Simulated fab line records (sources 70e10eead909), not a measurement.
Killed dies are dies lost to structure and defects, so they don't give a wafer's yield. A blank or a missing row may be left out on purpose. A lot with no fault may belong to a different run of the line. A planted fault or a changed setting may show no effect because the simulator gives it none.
Chamber matching    flow nand-harc    NHARC_P_CONTACT_CMP_01 on cmp-02 has 4 sister chambers
The step polishes SiO2, target thk 200 nm. 4 wafers are shown with their chamber, then 8 later ones without.

== WAFERS, EACH WITH ITS CHAMBER ==
wafer   chamber  motor-current-A (A)
L091.2  1        12.1
L091.4  2        11.8
L091.6  3        12.7
L093.1  0        13.6

== WAFERS MISSING THEIR CHAMBER ==
wafer   motor-current-A (A)
L093.2  13.6
L093.4  11.9
L094.2  11.8
L094.5  12.2
L094.6  11.3
L096.4  11.8
L096.5  13.7
L096.6  11.6

== THE CHAMBER EACH PASSED THROUGH ==
wafer    from the rows above       in truth
L093.2   0                         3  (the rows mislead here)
L093.4   can't be placed: 2 or 1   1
L094.2   can't be placed: 2 or 1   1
L094.5   can't be placed: 1 or 2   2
L094.6   can't be placed: 2 or 1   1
L096.4   can't be placed: 2 or 1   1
L096.5   0                         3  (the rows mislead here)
L096.6   can't be placed: 2 or 1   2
Correctly placed: 0 of 8. Not placeable from these rows: 6 (in 6, the candidates include the true chamber). 2 placed wrongly.
How it was worked out, from the rows above alone: a wafer's distance from a chamber is the root of the sum, over the readings, of the square of ((its reading less the chamber's mean) divided by the reading's scatter). The wafer belongs to the nearest chamber; if the next one is less than 2 further off, it can't be placed. The mean given for a chamber averages the wafers shown for that chamber. The scatter (one wafer shown for each chamber): square how far every hidden wafer sits from the nearest shown wafer, average those squares and take the square root.
